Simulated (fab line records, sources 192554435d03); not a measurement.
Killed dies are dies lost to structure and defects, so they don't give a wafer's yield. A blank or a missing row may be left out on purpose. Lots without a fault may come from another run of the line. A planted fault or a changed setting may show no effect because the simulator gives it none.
Chamber matching | flow n5_finfet | N5_BEOL_M11_STRIP_19 on rie_diel-05: 4 sister chambers
The step strips in O2. 4 wafers are shown with their chamber, then 7 later ones without.

WAFERS WITH THEIR CHAMBER
wafer  | chamber | showerhead_plenum_p_Torr (Torr)
L599.1 | 0       | 2.08
L604.6 | 1       | 2.02
L611.1 | 3       | 2.14
L611.2 | 2       | 2.10

WAFERS WITHOUT THEIR CHAMBER
wafer  | showerhead_plenum_p_Torr (Torr)
L611.5 | 2.10
L613.1 | 2.01
L613.2 | 2.10
L613.3 | 2.07
L612.1 | 2.10
L612.2 | 2.01
L612.3 | 2.07

WHICH CHAMBER EACH WENT THROUGH
wafer  | from the rows above | in truth
L611.5 | 2                   | 2
L613.1 | 1                   | 1
L613.2 | 2                   | 2
L613.3 | 0                   | 0
L612.1 | 2                   | 2
L612.2 | 1                   | 1
L612.3 | 0                   | 0
Placed correctly: 7 of 7. Can't be placed from these rows: 0. Placed wrongly: 0.
How it was worked out, from the rows above alone: a wafer's distance from a chamber is the root of the sum, over the readings, of the square of ((its reading less the chamber's mean) divided by the reading's scatter). The wafer belongs to the nearest chamber; if the next one is less than 2 further off, it can't be placed. A chamber's mean is the mean of its shown wafers. The scatter: with one shown wafer a chamber, the root of the mean of the squares of how far each hidden wafer lies from its nearest shown one.
